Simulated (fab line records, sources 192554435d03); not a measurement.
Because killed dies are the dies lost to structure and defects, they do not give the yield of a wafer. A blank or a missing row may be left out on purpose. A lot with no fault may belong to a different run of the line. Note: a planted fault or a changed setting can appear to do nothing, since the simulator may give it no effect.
Which of the tools did it? -- flow n5-finfet -- 12 lots, 36 wafers sampled, at 4 steps of a route of 1938

## WHAT THE GAUGES READ, wafer by wafer
N5_BEOL_M11_INSPECT_30: inspects for defects (brightfield).
lot,measured,on,raw-defect-count
L076,day 12 05:28,defect-inspect-01,581 512 458
L077,day 12 11:44,defect-inspect-01,376 396 396
L080,day 13 05:54,defect-inspect-02,408 646 417
L081,day 13 11:50,defect-inspect-02,482 504 437
L083,day 13 21:53,defect-inspect-02,395 256 318
L087,day 14 12:50,defect-inspect-02,450 598 650
L086,day 15 05:14,defect-inspect-01,553 692 456
L091,day 15 11:49,defect-inspect-02,338 394 405
L092,day 15 16:03,defect-inspect-01,444 397 456
L093,day 16 23:43,defect-inspect-01,288 452 451
L094,day 17 09:43,defect-inspect-01,390 294 362
L096,day 18 04:41,defect-inspect-02,477 455 599

## TOOL THAT RAN EACH LOT (tool first, then ch and the chambers of the sampled wafers, then the start)
lot,N5_BEOL_M11_HM_DEP_02,N5_BEOL_M11_ETCH_61,N5_BEOL_M11_STRIP_19
L076,"pvd-sputter-01, day 12 03:25","rie-diel-04 ch 0,2, day 12 04:10","rie-diel-04 ch 1,2,3, day 12 04:31"
L077,"pvd-sputter-02, day 12 07:35","rie-diel-03 ch 0,1,2, day 12 08:21","rie-diel-04 ch 0,1, day 12 08:41"
L080,"pvd-sputter-03, day 13 03:02","rie-diel-04 ch 2,3, day 13 03:40","rie-diel-04 ch 0,1, day 13 04:01"
L081,"pvd-sputter-02, day 13 10:20","rie-diel-04 ch 2,3, day 13 10:55","rie-diel-01 ch 1,2, day 13 11:18"
L083,"pvd-sputter-01, day 13 20:17","rie-diel-01 ch 0,1,3, day 13 20:54","rie-diel-04 ch 1,2,3, day 13 21:20"
L087,"pvd-sputter-01, day 14 11:23","rie-diel-01 ch 0,1,3, day 14 11:53","rie-diel-01 ch 0,2,3, day 14 12:18"
L086,"pvd-sputter-03, day 15 02:35","rie-diel-03 ch 1,2,3, day 15 03:12","rie-diel-01 ch 0,2,3, day 15 03:33"
L091,"pvd-sputter-03, day 15 09:56","rie-diel-04 ch 1,2,3, day 15 10:34","rie-diel-04 ch 1,2,3, day 15 11:04"
L092,"pvd-sputter-01, day 15 13:07","rie-diel-01 ch 0,1,3, day 15 13:38","rie-diel-04 ch 0,3, day 15 13:59"
L093,"pvd-sputter-03, day 16 22:17","rie-diel-01 ch 1,3, day 16 22:47","rie-diel-01 ch 2,3, day 16 23:08"
L094,"pvd-sputter-02, day 17 07:01","rie-diel-01 ch 0,2, day 17 07:31","rie-diel-01 ch 2,3, day 17 07:59"
L096,"pvd-sputter-01, day 18 02:49","rie-diel-03 ch 0,1,3, day 18 03:53","rie-diel-03 ch 0,1,3, day 18 04:14"
- N5_BEOL_M11_HM_DEP_02: deposits TiN, target thk 20 nm.
- N5_BEOL_M11_ETCH_61: etches SiARC in CF4, target depth 39 nm, time 65 s.
- N5_BEOL_M11_STRIP_19: strips in O2.

## THE ANSWER, worked out from the rows above alone
Rule: usual is defined by the lots themselves. Put in order of their means at a reading, lots are off if they are a third of the lots or fewer, leave a main group of 4 or more, and stand apart from it by a gap of 3 or more times the standard deviation of the main group's means; of several such gaps the widest counts. If all means in a main group match to the digits the tables above print for the reading, that group is not used. A lot without any number at a reading at which 4 lots or more have one is off too. Any other lot the step has rows for is counted as sound.
Across all readings shown, no lot is off: no conclusion can be drawn from this.

## WHAT THE SIMULATOR HAD INSERTED
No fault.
